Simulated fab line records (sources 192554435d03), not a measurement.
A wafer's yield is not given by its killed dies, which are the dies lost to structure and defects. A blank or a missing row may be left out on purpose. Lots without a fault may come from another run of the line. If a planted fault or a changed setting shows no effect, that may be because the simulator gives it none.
Split-lot trial    flow n5-finfet    21 wafers read across 7 lots, on a route 1938 steps long

## THE SPLIT
At N5_BEOL_M2_VIA_ETCH_34 (etches the open film in C4F6/O2, target depth 69.4 nm, time 65.9 s), the setting time-s was moved away from the recipe's 65.9 s on 5 of the 21 wafers read, by -17.8% to +12.5%. For the rest of the wafers, this setting stayed at what the recipe calls for.

The split's own step is where the reading is taken.

## THE READING
SOC_of_BEOL_M2_COAT_67.thk-nm (the simulator's own value, which no gauge read), in nm, at N5_BEOL_M2_VIA_ETCH_34 (etches the open film in C4F6/O2, target depth 69.4 nm, time 65.9 s). No usual value for it is given in the file. The 16 wafers here that ran the recipe average 52.0 nm, standard deviation 0.21 nm.

wafer   tool, chamber at the split  time-s as run, s  against the recipe  SOC_of_BEOL_M2_COAT_67.thk-nm, nm  against lot-mates on the recipe
L075.1  rie-diel-01, 0              65.9              recipe              52                                 -
L075.2  rie-diel-01, 3              65.9              recipe              52.2                               -
L075.6  rie-diel-01, 0              65.9              recipe              52                                 -
L076.2  rie-diel-02, 2              74.12             +12.5%              50.8                               -1.2
L076.4  rie-diel-02, 3              65.9              recipe              52                                 -
L076.5  rie-diel-02, 0              65.9              recipe              52                                 -
L079.1  rie-diel-01, 0              65.9              recipe              52.2                               -
L079.3  rie-diel-01, 2              65.9              recipe              52.4                               -
L079.6  rie-diel-01, 2              65.9              recipe              52                                 -
L081.2  rie-diel-01, 2              65.9              recipe              52                                 -
L081.3  rie-diel-01, 3              65.9              recipe              52                                 -
L081.5  rie-diel-01, 2              65.9              recipe              52.2                               -
L088.3  rie-diel-01, 2              54.14             -17.8%              53.6                               +1.6
L088.5  rie-diel-01, 3              54.14             -17.8%              53.8                               +1.8
L088.6  rie-diel-01, 0              65.9              recipe              52                                 -
L089.1  rie-diel-02, 2              73.69             +11.8%              50.8                               -1.1
L089.4  rie-diel-02, 0              65.9              recipe              52                                 -
L089.6  rie-diel-02, 0              65.9              recipe              51.8                               -
L093.1  rie-diel-01, 1              65.9              recipe              51.4                               -
L093.3  rie-diel-01, 0              73.84             +12.0%              50.8                               -0.9
L093.4  rie-diel-01, 2              65.9              recipe              52                                 -

THE FIT
A straight line over all 21 wafers: SOC_of_BEOL_M2_COAT_67.thk-nm changes by -0.0968 nm for each +1% of time-s; r = -0.97; the points scatter about the line by 0.19 nm.
The same after taking each lot's own level away (the mean of its wafers on the recipe; 21 wafers): -0.0923 nm for each +1%; r = -0.98; scatter 0.15 nm.
According to that fit, moving time-s by its largest amount changes the reading by 1.6 nm.
Measured against the standard deviation above, the lots' own levels, which go from 51.70 to 52.20 nm, span 2.4 times it.
Consequently the slope shifts little with the lot-to-lot level, the two slopes agreeing.
Check: +1.69 nm against its lot-mates is what the line predicts for one of the wafers moved furthest among these (-17.8%) when that wafer is left out of the fit. It came out at +1.6 nm against them.

## ADDITIONAL SPLITS CARRIED BY THESE WAFERS
Other splits were also applied to these wafers ahead of the reading. Each is held against what the fit with the lots' levels taken away leaves over:
other split on the same wafers  wafers away from the commonest value  r with SOC_of_BEOL_M2_COAT_67.thk-nm (lot level and that fit taken away)
N5_BEOL_M0_ETCH_138 source-w    5                                     -0.16
N5_BEOL_M1_COAT_05 spin-rpm     7                                     +0.03
N5_BEOL_M1_ETCH_74 bias-w       6                                     -0.44
N5_BEOL_M2_DESCUM_16 time-s     10                                    +0.05

## THE WHOLE CHAIN: every reading that the file lists as answering this split, in the file's order
step                    what it does                                                        reading                                                                         change (the file's fit)                 r (the file's)
N5_BEOL_M2_VIA_ETCH_34  etches the open film in C4F6/O2, target depth 69.4 nm, time 65.9 s  etch.depth-nm (the simulator's own value, which no gauge read)                  +0.733 nm for each +1% of the setting   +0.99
N5_BEOL_M2_VIA_ETCH_34  etches the open film in C4F6/O2, target depth 69.4 nm, time 65.9 s  SOC_of_BEOL_M2_COAT_67.thk-nm (the simulator's own value, which no gauge read)  -0.0911 nm for each +1% of the setting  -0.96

## FILE'S OWN FIT
SOC_of_BEOL_M2_COAT_67.thk-nm changes by -0.0911 nm for each +1% of time-s, r = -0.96.
